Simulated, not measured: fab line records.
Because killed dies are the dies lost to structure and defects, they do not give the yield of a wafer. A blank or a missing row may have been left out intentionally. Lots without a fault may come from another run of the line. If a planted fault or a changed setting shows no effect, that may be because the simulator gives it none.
Chamber matching	flow n5Finfet	N5_BEOL_M3_ETCH_77 on rieDiel-01: 4 sister chambers
The step etches underlayer in N2/H2, target depth 6.5 nm, time 5.2 s. 30 wafers are shown with their chamber, then 12 later ones without.

== WAFERS WITH THEIR CHAMBER ==
wafer	chamber	showerheadPlenumPTorr (Torr)	drypumpMotorCurrentA (A)	throttleValvePct (%)
L074.1	0	2.44	5.44	17.90
L074.2	3	2.58	5.15	17.86
L074.5	0	2.44	5.43	17.90
L076.1	3	2.58	5.18	17.85
L076.2	2	2.61	5.76	18.22
L076.4	1	2.61	5.46	17.80
L077.2	2	2.61	5.75	18.21
L077.3	0	2.44	5.43	17.89
L077.5	0	2.44	5.45	17.89
L078.2	1	2.61	5.49	17.79
L078.3	2	2.61	5.79	18.25
L078.6	1	2.61	5.49	17.79
L079.1	0	2.44	5.42	17.89
L079.4	3	2.57	5.15	17.87
L079.6	1	2.61	5.48	17.76
L081.3	1	2.61	5.50	17.35
L081.4	0	2.43	5.42	17.91
L081.5	2	2.60	5.68	18.27
L082.1	1	2.61	5.49	17.31
L082.2	3	2.57	5.16	17.88
L082.6	1	2.61	5.49	17.34
L085.1	0	2.43	5.42	17.90
L085.5	0	2.43	5.40	17.92
L085.6	1	2.60	5.50	17.38
L086.1	1	2.60	5.49	17.36
L086.2	0	2.43	5.44	17.91
L086.4	3	2.57	5.18	17.88
L088.1	3	2.57	5.15	17.88
L088.4	0	2.43	5.41	17.93
L088.5	1	2.60	5.49	17.37

SIGNATURES, as means of the wafers listed above
reading	chamber 0	chamber 1	chamber 2	chamber 3	scatter within a chamber
showerheadPlenumPTorr	2.4350	2.6070	2.6075	2.5733	0.00507
drypumpMotorCurrentA	5.4260	5.4880	5.7450	5.1617	0.0204
throttleValvePct	17.9040	17.5250	18.2375	17.8700	0.133
Rule: for a wafer and a chamber, the distance is found by dividing, reading by reading, the gap between the wafer's reading and the chamber's mean by the reading's scatter, squaring, summing and taking the root. The wafer belongs to the nearest chamber; if the next one is less than 2 further off, it can't be placed. How the scatter is found: for the shown wafers, subtract from each reading the mean of its chamber, square and add these, divide the total by (wafers less chambers), then take the root.

== WAFERS WITHOUT THEIR CHAMBER ==
wafer	showerheadPlenumPTorr (Torr)	drypumpMotorCurrentA (A)	throttleValvePct (%)
L090.3	2.56	5.15	17.93
L090.5	2.56	5.15	17.90
L090.6	2.60	5.51	17.40
L091.1	2.60	5.48	17.37
L091.4	2.56	5.17	17.92
L091.5	2.60	5.48	17.36
L097.1	2.42	5.44	17.97
L097.2	2.59	5.77	17.84
L097.3	2.59	5.50	17.41
L096.1	2.42	5.43	17.95
L096.4	2.59	5.76	17.85
L096.6	2.56	5.16	17.93

== WHICH CHAMBER EACH ONE RAN IN ==
wafer	from the rows above	in truth
L090.3	3	3
L090.5	3	3
L090.6	1	1
L091.1	1	1
L091.4	3	3
L091.5	1	1
L097.1	0	0
L097.2	2	2
L097.3	1	1
L096.1	0	0
L096.4	2	2
L096.6	3	3
Correct placement for 12 of the 12. From these rows, 0 cannot be placed. 0 placed wrongly.
